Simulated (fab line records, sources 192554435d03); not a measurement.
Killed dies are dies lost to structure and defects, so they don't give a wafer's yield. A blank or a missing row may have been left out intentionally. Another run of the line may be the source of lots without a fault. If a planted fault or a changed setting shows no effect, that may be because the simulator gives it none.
fab line records    flow n5-finfet
record lots=6  wafers=18  last-day=18
route steps=1938 shown BEOL_M15@1782 PASSIVATION@1936
lots with no fault: from the same line, run without faults
start-h: start of the lot's first displayed wafer, in hours after the record's first day    wait-h: hours since the lot's step before    " same as the row above    L1.1+2: several wafers, shown together as one row    - no value present, or no start provided    * or withheld: withheld    < > ~ a bound
route shown NAME@n: NAME is a module with steps in the file, n the number in the route of the first one    usual: the fault-free wafers' mean and standard deviation    same: alike in all rows    chamber/n: place in a boat    sites: the reading at each site    _std_site: the standard deviation of these    _edge_site: inner sites' mean taken away from outer sites' mean    radius-mm: for every site, how far away it sits from the centre of the wafer    mask NAME#n: copy n    behind: the most recent tool/chamber to have shaped the wafer    hold: what put the lot on hold/how long, in hours/how the hold closed    device: the transistor (n, p or np) that didn't switch    end of line: tests of these same wafers at the route's end    a step with no rows: only its recipe    killed: at the first sort, the dies lost to defects and structure; wafer yield is something else    map: a wafer's dies, marking killed ones x, the rest . and places with no die _
set.NAME: the setting the step ran with; set.NAME@STEP: the setting that earlier step ran with    model.NAME: the simulator's own value behind a step, which no gauge read
lots at some steps of the route; a table a step, a row a wafer
services: the hour from which a tool's chamber was out of use, counted from the record's first day as start-h (under 0 if before that day), plus the number of hours and why
## steps
# step N5_BEOL_M15_HARDBAKE_14
# recipe temp-c=130  time-s=120
# step N5_BEOL_M15_CD_MEAS_10
# recipe target-cd-nm=360  landing-energy-ev=500  detector=se-inlens  polarity=opening
# usual cd-nm=359.7/1.8
lot.wafer  tool       chamber  start-h  wait-h  cd-nm
L961.1     cd-sem-01  0        254.40   -       360.1
L961.2     "          0        "        "       359.4
L961.6     "          0        "        "       359.2
L966.3     cd-sem-01  0        281.19   -       360.3
L966.5     "          0        "        "       362.8
L966.6     "          0        "        "       357.4
L974.2     cd-sem-02  0        343.07   -       359.4
L974.5     "          0        "        "       358.0
L974.6     "          0        "        "       357.4
L975.1     cd-sem-01  0        345.70   -       359.0
L975.5     "          0        "        "       361.7
L975.6     "          0        "        "       360.4
L978.1     cd-sem-01  0        368.88   -       358.3
L978.2     "          0        "        "       361.1
L978.6     "          0        "        "       359.7
L982.3     cd-sem-02  0        404.63   -       361.2
L982.5     "          0        "        "       358.9
L982.6     "          0        "        "       356.1
# step N5_BEOL_M15_OVL_MEAS_11
# recipe points-per-wafer=44
# usual V14_OVL=0/5
# same points-per-wafer=44
lot.wafer  tool        chamber  start-h  wait-h  V14_OVL[nm]
L961.1     overlay-02  0        254.43   0.0     8
L961.2     "           0        "        "       2
L961.6     "           0        "        "       0
L966.3     overlay-02  0        281.22   0.0     0
L966.5     "           0        "        "       -6
L966.6     "           0        "        "       7
L974.2     overlay-01  0        343.10   0.0     4
L974.5     "           0        "        "       -1
L974.6     "           0        "        "       -1
L975.1     overlay-02  0        345.73   0.0     10
L975.5     "           0        "        "       1
L975.6     "           0        "        "       8
L978.1     overlay-01  0        368.91   0.0     5
L978.2     "           0        "        "       11
L978.6     "           0        "        "       3
L982.3     overlay-01  0        404.66   0.0     -4
L982.5     "           0        "        "       -3
L982.6     "           0        "        "       -3
# step N5_BEOL_M15_INSPECT_12
# recipe mode=adi  inspect-instrument=macro
# usual raw-defect-count=2.1/1.5
lot.wafer  tool               chamber  start-h  wait-h  raw-defect-count
L961.1     defect-inspect-01  -        254.46   0.0     0
L961.2     "                  -        "        "       1
L961.6     "                  -        "        "       3
L966.3     defect-inspect-01  -        281.25   0.0     2
L966.5     "                  -        "        "       2
L966.6     "                  -        "        "       3
L974.2     defect-inspect-02  -        343.13   0.0     3
L974.5     "                  -        "        "       2
L974.6     "                  -        "        "       2
L975.1     defect-inspect-01  -        345.75   0.0     1
L975.5     "                  -        "        "       3
L975.6     "                  -        "        "       3
L978.1     defect-inspect-02  -        368.94   0.0     1
L978.2     "                  -        "        "       1
L978.6     "                  -        "        "       1
L982.3     defect-inspect-01  -        404.69   0.0     3
L982.5     "                  -        "        "       3
L982.6     "                  -        "        "       2
# step N5_BEOL_M15_DESCUM_15
# recipe chemistry=O2  time-s=7.9  source-power-w=50  bias-power-w=20  pressure-mtorr=20  rf-frequency-hz=2.712e+07  temp-c=40  o2-flow-sccm=225
# step N5_BEOL_M15_ETCH_59
# recipe chemistry=N2/H2  target=BARC  target-depth-a=890  overetch-a=267  time-s=67.9  ion-energy-ev=200  pressure-mtorr=30  source-w=840  bias-w=150  n2-flow-sccm=200  h2-flow-sccm=200
# usual drypump-motor-current-A=5.7/0.42  oes-product-au=0.69/0.074  rf-vpp-V=524.4/2.6  showerhead-plenum-p-Torr=2.56/0.089  throttle-valve-pct=17.85/0.26
lot.wafer  tool         chamber  start-h  wait-h  drypump-motor-current-A  oes-product-au  rf-hours-counter-h  rf-vpp-V  showerhead-plenum-p-Torr  throttle-valve-pct
L961.1     rie-diel-06  0        254.53   0.0     5.2                      0.60            201                 519.7     2.41                      18.03
L961.2     "            2        "        "       5.9                      0.58            239                 523.0     2.50                      17.99
L961.6     "            3        "        "       5.3                      0.83            -                   527.5     2.71                      17.90
L966.3     rie-diel-02  3        281.31   0.0     5.5                      0.69            94                  524.6     2.56                      17.77
L966.5     "            3        "        "       5.5                      0.68            -                   525.0     2.56                      17.75
L966.6     "            0        "        "       6.5                      0.73            -                   525.1     2.60                      17.87
L974.2     rie-diel-05  1        343.57   0.0     5.8                      0.63            204                 526.6     2.63                      17.84
L974.5     "            3        "        "       5.7                      0.80            -                   525.2     2.58                      17.51
L974.6     "            0        "        "       5.1                      0.77            -                   525.5     2.60                      17.92
L975.1     rie-diel-02  3        346.28   0.0     5.6                      0.67            115                 524.7     2.55                      17.80
L975.5     "            1        "        "       5.4                      0.60            -                   526.9     2.62                      18.34
L975.6     "            2        "        "       6.1                      0.75            -                   525.2     2.58                      17.69
L978.1     rie-diel-06  1        369.01   0.0     6.1                      0.69            112                 520.2     2.43                      17.36
L978.2     "            2        "        "       5.9                      0.79            13                  523.8     2.49                      17.61
L978.6     "            3        "        "       5.2                      0.76            -                   527.8     2.70                      17.96
L982.3     rie-diel-05  0        404.75   0.0     5.1                      0.74            40                  526.6     2.60                      17.94
L982.5     "            1        "        "       5.8                      0.61            -                   524.7     2.63                      17.88
L982.6     "            0        "        "       5.1                      0.74            -                   526.6     2.60                      17.95
# step N5_BEOL_M15_VIA_ETCH_16
# recipe chemistry=C4F8/O2/Ar  target=SiO2  he-inner-torr=15  he-outer-torr=30  target-depth-a=17922  time-s=withheld  ion-energy-ev=800  pressure-mtorr=20  source-w=1905  bias-w=2040  Ar_flow_sccm=400  C4F8_flow_sccm=16  O2_flow_sccm=12  ends=cleared
# usual drypump-motor-current-A=5.7/0.42  oes-product-au=0.73/0.083  rf-vpp-V=2200/38  showerhead-plenum-p-Torr=3.46/0.11  throttle-valve-pct=30.86/0.19
lot.wafer  tool         chamber  start-h  wait-h  drypump-motor-current-A  oes-product-au  rf-vpp-V  showerhead-plenum-p-Torr  throttle-valve-pct
L961.1     rie-diel-06  0        254.58   0.0     5.1                      0.63            2170      3.24                      30.68
L961.2     "            2        "        "       5.9                      0.61            2182      3.42                      31.09
L961.6     "            3        "        "       5.2                      0.88            2283      3.65                      31.02
L966.3     rie-diel-02  3        281.36   0.0     5.5                      0.72            2145      3.49                      30.92
L966.5     "            3        "        "       5.5                      0.72            2146      3.48                      30.92
L966.6     "            0        "        "       6.5                      0.78            2175      3.49                      30.92
L974.2     rie-diel-05  1        343.62   0.0     5.8                      0.65            2206      3.55                      30.78
L974.5     "            3        "        "       5.7                      0.84            2182      3.51                      30.80
L974.6     "            0        "        "       5.1                      0.81            2254      3.51                      31.01
L975.1     rie-diel-02  3        346.33   0.0     5.6                      0.71            2145      3.47                      30.98
L975.5     "            1        "        "       5.4                      0.63            2163      3.49                      31.00
L975.6     "            2        "        "       6.1                      0.81            2231      3.51                      30.90
L978.1     rie-diel-06  1        369.06   0.0     6.1                      0.73            2213      3.31                      30.36
L978.2     "            2        "        "       5.9                      0.85            2218      3.41                      30.93
L978.6     "            3        "        "       5.2                      0.81            2281      3.64                      31.08
L982.3     rie-diel-05  0        404.80   0.0     5.1                      0.79            2255      3.50                      31.03
L982.5     "            1        "        "       5.8                      0.65            2206      3.54                      30.79
L982.6     "            0        "        "       5.1                      0.80            2255      3.50                      31.02
# step N5_BEOL_M15_STRIP_63
# recipe chemistry=O2  power-w=600  temp-c=60  pressure-mtorr=30  rf-frequency-hz=6e+07  bias-power-w=0  overash-fraction=0.3  o2-flow-sccm=225
# usual drypump-motor-current-A=5.7/0.42  oes-product-au=0.81/0.093  rf-vpp-V=3.6/0.83  showerhead-plenum-p-Torr=2.11/0.072  throttle-valve-pct=16.65/0.2
lot.wafer  tool         chamber  start-h  wait-h  drypump-motor-current-A  oes-product-au  rf-hours-counter-h  rf-vpp-V  showerhead-plenum-p-Torr  throttle-valve-pct
L961.1     rie-diel-06  0        -        -       5.1                      0.69            201                 3.4       1.98                      16.82
L961.2     "            2        "        "       5.9                      0.67            240                 1.5       2.06                      16.80
L961.6     "            3        "        "       5.2                      0.95            -                   3.2       2.24                      16.71
L966.3     rie-diel-02  3        -        -       5.5                      0.80            94                  4.5       2.11                      16.59
L966.5     "            3        "        "       5.6                      0.81            -                   4.2       2.11                      16.60
L966.6     "            0        "        "       6.5                      0.85            -                   3.6       2.14                      16.64
L974.2     rie-diel-05  1        -        -       5.8                      0.72            204                 2.6       2.15                      16.51
L974.5     "            3        "        "       5.7                      0.93            -                   3.2       2.14                      16.43
L974.6     "            0        "        "       5.1                      0.92            -                   3.1       2.15                      16.65
L975.1     rie-diel-02  3        -        -       5.6                      0.79            115                 4.9       2.11                      16.64
L975.5     "            1        "        "       5.4                      0.69            -                   2.4       2.15                      17.03
L975.6     "            2        "        "       6.1                      0.89            -                   3.6       2.13                      16.51
L978.1     rie-diel-06  1        -        -       6.0                      0.82            113                 4.2       2.02                      16.34
L978.2     "            2        "        "       5.9                      0.94            13                  4.7       2.05                      16.36
L978.6     "            3        "        "       5.2                      0.89            -                   2.9       2.23                      16.75
L982.3     rie-diel-05  0        -        -       5.1                      0.87            40                  3.3       2.14                      16.70
L982.5     "            1        "        "       5.8                      0.71            -                   4.7       2.15                      16.54
L982.6     "            0        "        "       5.1                      0.87            -                   3.6       2.14                      16.71
# step N5_BEOL_M15_STRIP_64
# recipe chemistry=O2  power-w=600  temp-c=60  pressure-mtorr=30  rf-frequency-hz=6e+07  bias-power-w=0  overash-fraction=0.3  o2-flow-sccm=225
# usual drypump-motor-current-A=5.7/0.42  oes-product-au=0.80/0.093  rf-vpp-V=3.6/0.52  showerhead-plenum-p-Torr=2.11/0.072  throttle-valve-pct=16.65/0.2
lot.wafer  tool         chamber  start-h  wait-h  drypump-motor-current-A  oes-product-au  rf-hours-counter-h  rf-vpp-V  showerhead-plenum-p-Torr  throttle-valve-pct
L961.1     rie-diel-06  0        -        -       5.1                      0.69            201                 3.6       1.98                      16.81
L961.2     "            2        "        "       5.9                      0.68            240                 2.8       2.06                      16.80
L961.6     "            3        "        "       5.2                      0.97            -                   3.1       2.24                      16.71
L966.3     rie-diel-02  3        -        -       5.5                      0.81            94                  3.8       2.11                      16.59
L966.5     "            3        "        "       5.5                      0.80            -                   4.1       2.11                      16.60
L966.6     "            0        "        "       6.5                      0.86            -                   3.8       2.14                      16.64
L974.2     rie-diel-05  1        -        -       5.8                      0.72            204                 3.8       2.15                      16.49
L974.5     "            3        "        "       5.7                      0.93            -                   2.8       2.14                      16.44
L974.6     "            0        "        "       5.1                      0.91            -                   3.5       2.15                      16.66
L975.1     rie-diel-02  3        -        -       5.6                      0.79            115                 4.8       2.11                      16.62
L975.5     "            1        "        "       5.4                      0.69            -                   3.5       2.15                      17.00
L975.6     "            2        "        "       6.2                      0.88            -                   3.7       2.13                      16.50
L978.1     rie-diel-06  1        -        -       6.0                      0.80            113                 4.1       2.02                      16.36
L978.2     "            2        "        "       5.9                      0.94            13                  3.2       2.05                      16.39
L978.6     "            3        "        "       5.2                      0.89            -                   3.4       2.22                      16.78
L982.3     rie-diel-05  0        -        -       5.1                      0.88            40                  3.7       2.14                      16.68
L982.5     "            1        "        "       5.8                      0.71            -                   4.4       2.15                      16.55
L982.6     "            0        "        "       5.1                      0.88            -                   3.2       2.14                      16.70
# step N5_BEOL_M15_STRIP_65
# recipe chemistry=post-etch-residue-remover  time-s=60  temp-c=25  remover-ph=withheld  remover-water-wt-pct=withheld  remover-fluoride-wt-pct=withheld
# step N5_BEOL_M15_SRD_66
# recipe time-s=30  temp-c=23  rinse-liquid=diw  dry=n2-spin  spin-rpm=1500  dry-time-s=30
# step N5_BEOL_M15_CD_MEAS_17
# recipe target-cd-nm=360  polarity=opening
# usual cd-nm=360.6/2.3
lot.wafer  tool       chamber  start-h  wait-h  cd-nm
L961.1     cd-sem-01  -        254.99   0.0     362.8
L961.2     "          -        "        "       360.7
L961.6     "          -        "        "       360.3
L966.3     cd-sem-02  -        281.78   0.0     359.4
L966.5     "          -        "        "       362.3
L966.6     "          -        "        "       359.4
L974.2     cd-sem-01  -        344.04   0.0     357.5
L974.5     "          -        "        "       358.6
L974.6     "          -        "        "       357.9
L975.1     cd-sem-01  -        346.74   0.0     358.5
L975.5     "          -        "        "       362.2
L975.6     "          -        "        "       361.6
L978.1     cd-sem-03  -        369.47   0.0     361.8
L978.2     "          -        "        "       363.1
L978.6     "          -        "        "       362.0
L982.3     cd-sem-01  -        405.22   0.0     362.2
L982.5     "          -        "        "       359.8
L982.6     "          -        "        "       356.9
# step N5_BEOL_M15_COAT_56
# recipe resist=SOC  temp-c=250  time-s=60  spin-rpm=1500  resist-thk-nm=550
# usual dispense-pressure-kPa=46.2/3  heater-power-total-W=500.4/1.8  plate-temp-C=250.00/0.18  resist-line-temp-C=23.00/0.11  spin-speed-rpm=1499.9/0.98
lot.wafer  tool            chamber  start-h  wait-h  dispense-pressure-kPa  heater-power-total-W  plate-temp-C  resist-line-temp-C  spin-speed-rpm
L961.1     litho-track-04  0        255.03   0.0     42.1                   500.5                 249.79        22.98               1498.5
L961.2     "               0        "        "       42.1                   498.2                 250.01        23.04               1500.8
L961.6     "               0        "        "       42.1                   498.1                 250.13        23.00               1498.8
L966.3     litho-track-03  0        281.82   0.0     48.4                   501.8                 250.12        22.98               1499.4
L966.5     "               0        "        "       48.4                   499.6                 249.90        22.90               1498.9
L966.6     "               0        "        "       48.4                   498.3                 250.00        23.07               1499.4
L974.2     litho-track-03  0        344.08   0.0     48.4                   518.1                 258.40        23.01               1499.3
L974.5     "               0        "        "       48.4                   524.0                 258.47        22.93               1500.4
L974.6     "               0        "        "       48.4                   518.3                 258.15        23.09               1498.5
L975.1     litho-track-03  0        346.77   0.0     48.4                   517.2                 257.86        22.90               1500.0
L975.5     "               0        "        "       48.4                   516.6                 257.79        23.00               1501.1
L975.6     "               0        "        "       48.4                   521.4                 257.91        22.88               1501.8
L978.1     litho-track-05  0        369.51   0.0     47.8                   500.2                 249.87        22.99               1499.9
L978.2     "               0        "        "       47.8                   502.4                 250.00        22.96               1498.9
L978.6     "               0        "        "       47.8                   502.0                 249.96        23.16               1499.4
L982.3     litho-track-04  0        405.26   0.0     42.1                   497.8                 249.68        22.89               1500.1
L982.5     "               0        "        "       42.1                   502.2                 249.72        23.15               1502.1
L982.6     "               0        "        "       42.1                   499.3                 249.97        22.94               1499.9
# step N5_BEOL_M15_ETCH_57
# recipe chemistry=N2/H2  target=SOC  source-w=3000  bias-w=350  time-s=750  ion-energy-ev=200  pressure-mtorr=30  n2-flow-sccm=200  h2-flow-sccm=200
# usual drypump-motor-current-A=5.7/0.41  oes-product-au=0.82/0.091  rf-vpp-V=524.5/2.5  showerhead-plenum-p-Torr=2.56/0.089  throttle-valve-pct=17.70/0.23
lot.wafer  tool         chamber  start-h  wait-h  drypump-motor-current-A  oes-product-au  rf-hours-counter-h  rf-vpp-V  showerhead-plenum-p-Torr  throttle-valve-pct
L961.1     rie-diel-02  1        255.09   -       5.4                      0.71            207                 524.3     2.63                      18.19
L961.2     "            0        "        "       6.5                      0.87            36                  525.4     2.60                      17.75
L961.6     "            2        "        "       6.2                      0.93            -                   524.9     2.59                      17.53
L966.3     rie-diel-06  1        281.88   -       6.1                      0.83            86                  521.9     2.44                      17.22
L966.5     "            3        "        "       5.2                      0.94            -                   528.4     2.71                      17.79
L966.6     "            0        "        "       5.1                      0.69            -                   520.9     2.41                      17.93
L974.2     rie-diel-05  3        344.14   -       5.7                      0.94            15                  525.2     2.58                      17.39
L974.5     "            1        "        "       5.8                      0.72            -                   525.1     2.63                      17.73
L974.6     "            0        "        "       5.1                      0.91            -                   525.0     2.60                      17.82
L975.1     rie-diel-06  2        346.87   -       5.9                      0.95            8                   522.6     2.50                      17.47
L975.5     "            3        "        "       5.2                      0.92            -                   529.6     2.70                      17.81
L975.6     "            0        "        "       5.2                      0.67            -                   519.8     2.40                      17.98
L978.1     rie-diel-06  1        369.93   -       6.1                      0.80            113                 520.8     2.43                      17.26
L978.2     "            2        "        "       5.9                      0.94            13                  522.9     2.49                      17.48
L978.6     "            1        "        "       6.1                      0.80            -                   518.9     2.43                      17.26
L982.3     rie-diel-02  2        405.32   -       6.2                      0.85            64                  525.1     2.57                      17.62
L982.5     "            3        "        "       5.5                      0.76            -                   524.8     2.54                      17.71
L982.6     "            2        "        "       6.2                      0.85            -                   524.8     2.57                      17.62
# step N5_PASSIVATION_PROBE_49
# usual defect-limited-yield=91.7/1.2  killed_at_M0_to_M3=33/9.5  killed_at_M4_up=13/4.9  killed-at-contacts=13/6.6  killed-at-front-end=36/11  killed-at-other=3.0/2.6  killed-dies=97/14  killed-open=65/11  killed-short=31/6.6  sort_bin_5_function=4.8/0.82  sort_bin_6_memory=3.1/0.58  sort_bin_8_speed=0.00/0.02  sort-n-pass=1083/14  sort-yield-pct=91.7/1.2
# same gross-dies=1180  killed-at-back-side=0  sort_bin_4_leakage[%]=0
lot.wafer  tool       chamber  start-h  wait-h  defect-limited-yield[%]  killed_at_M0_to_M3  killed_at_M4_up  killed-at-contacts  killed-at-front-end  killed-at-other  killed-dies  killed-open  killed-short  sort_bin_5_function[%]  sort_bin_6_memory[%]  sort_bin_8_speed[%]  sort-n-pass  sort-yield-pct[%]
L966.3     prober-01  -        301.31   0.1     91.8                     52                  5                9                   23                   8                97           62           35            5.3                     2.8                   0                    1083         91.8
L966.5     prober-01  -        301.41   0.2     91.6                     27                  22               11                  38                   1                99           64           34            4.9                     3.0                   0                    1081         91.6
L966.6     prober-01  -        301.46   0.3     90.3                     41                  10               8                   49                   6                114          73           37            6.0                     3.2                   0                    1066         90.3
L975.1     prober-02  -        368.02   0.0     89.3                     39                  14               25                  40                   8                126          90           36            6.2                     4.2                   0                    1054         89.3
L975.5     prober-02  -        368.22   0.2     92.2                     34                  17               19                  20                   2                92           63           28            4.1                     3.6                   0                    1088         92.2
L975.6     prober-02  -        368.27   0.3     93.1                     28                  8                18                  27                   0                81           53           28            3.6                     2.9                   0                    1099         93.1
# killed by level:class
L966.3 BEOL_M1:geometric-particle:open=20 BEOL_M2:geometric-particle:open=10 BEOL_M1:geometric-particle:short=7 FIN_SAQP:geometric-particle:open=5 MOL_CONTACT_COAG:geometric-particle:open=5 BEOL_M3:geometric-particle:open=5 DUMMY_GATE:geometric-particle:open=4 MOL_CONTACT_COAG:geometric-particle:short=4
L966.5 STI_FIN_REVEAL:geometric-particle:open=10 MOL_CONTACT_COAG:geometric-particle:open=10 FIN_SAQP:geometric-particle:short=8 BEOL_M5:geometric-particle:open=7 FIN_SAQP:geometric-particle:open=6 BEOL_M0_SAQP:geometric-particle:short=6 BEOL_M7:geometric-particle:open=6 BEOL_M0_SAQP:geometric-particle:open=5
L966.6 FIN_SAQP:geometric-particle:open=12 STI_FIN_REVEAL:geometric-particle:open=10 BEOL_M2:geometric-particle:open=9 MOL_CONTACT_COAG:geometric-particle:open=7 BEOL_M1:geometric-particle:short=7 BEOL_M3:geometric-particle:open=7 FIN_SAQP:geometric-particle:short=6 BEOL_M1:geometric-particle:open=6
L975.1 MOL_CONTACT_COAG:geometric-particle:open=19 FIN_SAQP:geometric-particle:open=17 BEOL_M1:geometric-particle:open=12 BEOL_M0_SAQP:geometric-particle:open=10 STI_FIN_REVEAL:geometric-particle:open=8 BEOL_M4:geometric-particle:open=8 FIN_SAQP:geometric-particle:short=6 MOL_CONTACT_COAG:geometric-particle:short=6
L975.5 MOL_CONTACT_COAG:geometric-particle:open=14 BEOL_M4:geometric-particle:open=7 BEOL_M2:geometric-particle:open=6 DUMMY_GATE:geometric-particle:open=6 BEOL_M0_SAQP:geometric-particle:open=6 BEOL_M1:geometric-particle:open=6 MOL_CONTACT_COAG:geometric-particle:short=5 BEOL_M2:geometric-particle:short=5
L975.6 MOL_CONTACT_COAG:geometric-particle:open=14 STI_FIN_REVEAL:geometric-particle:open=7 BEOL_M0_SAQP:geometric-particle:short=6 BEOL_M0_SAQP:geometric-particle:open=6 BEOL_M2:geometric-particle:open=5 FIN_SAQP:geometric-particle:open=4 MOL_CONTACT_COAG:geometric-particle:short=4 FIN_SAQP:geometric-particle:short=3
## services
tool         chamber  start-h  hours  kind
rie-diel-06  -        243.11   0.3    repair
rie-diel-05  0        245.49   -      clean
rie-diel-05  0        245.49   -      consumable-replace:focus-ring
rie-diel-05  0        245.49   29.2   scheduled-down
rie-diel-05  0        245.49   29.2   vent-cycle
rie-diel-05  3        275.11   -      clean
rie-diel-05  3        275.11   -      consumable-replace:focus-ring
rie-diel-05  3        275.11   23.4   scheduled-down
rie-diel-05  3        275.11   23.4   vent-cycle
rie-diel-06  2        292.53   -      clean
rie-diel-06  2        292.53   -      consumable-replace:esc
rie-diel-06  2        292.53   -      consumable-replace:focus-ring
rie-diel-06  2        292.53   28.4   scheduled-down
rie-diel-06  2        292.53   28.4   vent-cycle
rie-diel-05  -        302.74   0.3    repair
rie-diel-06  0        364.88   7.3    repair
rie-diel-06  1        374.02   1.3    repair
rie-diel-02  1        396.13   -      clean
rie-diel-02  1        396.13   -      consumable-replace:focus-ring
rie-diel-02  1        396.13   19.8   scheduled-down
rie-diel-02  1        396.13   19.8   vent-cycle
## key
first-sign step=N5_BEOL_M15_COAT_56  reading=plate-temp-C  direction=up  sigmas=45  usual=*  struck=*
effect step=N5_BEOL_M15_COAT_56  reading=heater-power-total-W  direction=up  sigmas=11  usual=*  struck=*
met-at N5_BEOL_M15_COAT_56
struck-wafers L974.2,L974.5,L974.6,L975.1,L975.5,L975.6
onset-between 281.82 344.08
fault kind=process-parameter-drift  tool=litho-track-03  chamber=-  onset-h=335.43  steps=N5_BEOL_M15_COAT_56  channel=temp-c  offset=*  shape=step  end-h=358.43  acts-in=*  stated=*
